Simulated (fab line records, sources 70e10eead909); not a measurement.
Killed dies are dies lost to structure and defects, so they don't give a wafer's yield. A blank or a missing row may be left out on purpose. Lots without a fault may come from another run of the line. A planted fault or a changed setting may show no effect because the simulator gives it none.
Chamber matching | flow nand_harc | NHARC_A_STAIRCASE_DEP_417 on pecvd-03: 3 sister chambers
The step deposits Si3N4, target thk 60 nm. 6 wafers are shown with their chamber, then 8 later ones without.

WAFERS WITH THEIR CHAMBER
wafer  | chamber | heater_power_w (W)
L089.4 | 0       | 643
L089.5 | 1       | 801
L090.1 | 2       | 870
L090.2 | 1       | 732
L090.5 | 0       | 746
L088.2 | 2       | 890

WAFERS WITHOUT THEIR CHAMBER
wafer  | heater_power_w (W)
L088.4 | 858
L088.5 | 885
L092.3 | 741
L092.4 | 787
L092.6 | 656
L095.3 | 817
L095.4 | 813
L095.6 | 734

WHICH CHAMBER EACH WENT THROUGH
wafer  | from the rows above          | in truth
L088.4 | can't be placed: 2 or 1      | 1
L088.5 | 2                            | 2
L092.3 | can't be placed: 1 or 0      | 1
L092.4 | can't be placed: 1 or 0 or 2 | 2
L092.6 | can't be placed: 0 or 1      | 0
L095.3 | can't be placed: 1 or 2 or 0 | 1
L095.4 | can't be placed: 1 or 2 or 0 | 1
L095.6 | can't be placed: 1 or 0      | 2
Placed correctly: 1 of 8. Can't be placed from these rows: 7 (the true chamber is among the candidates in 6). Placed wrongly: 0.
How it was worked out, from the rows above alone: a wafer's distance from a chamber is the root of the sum, over the readings, of the square of ((its reading less the chamber's mean) divided by the reading's scatter). The wafer belongs to the nearest chamber; if the next one is less than 2 further off, it can't be placed. A chamber's mean is the mean of its shown wafers. The scatter: the root of (the sum of the squares of (reading less its chamber's mean) over the shown wafers, divided by (wafers less chambers)).
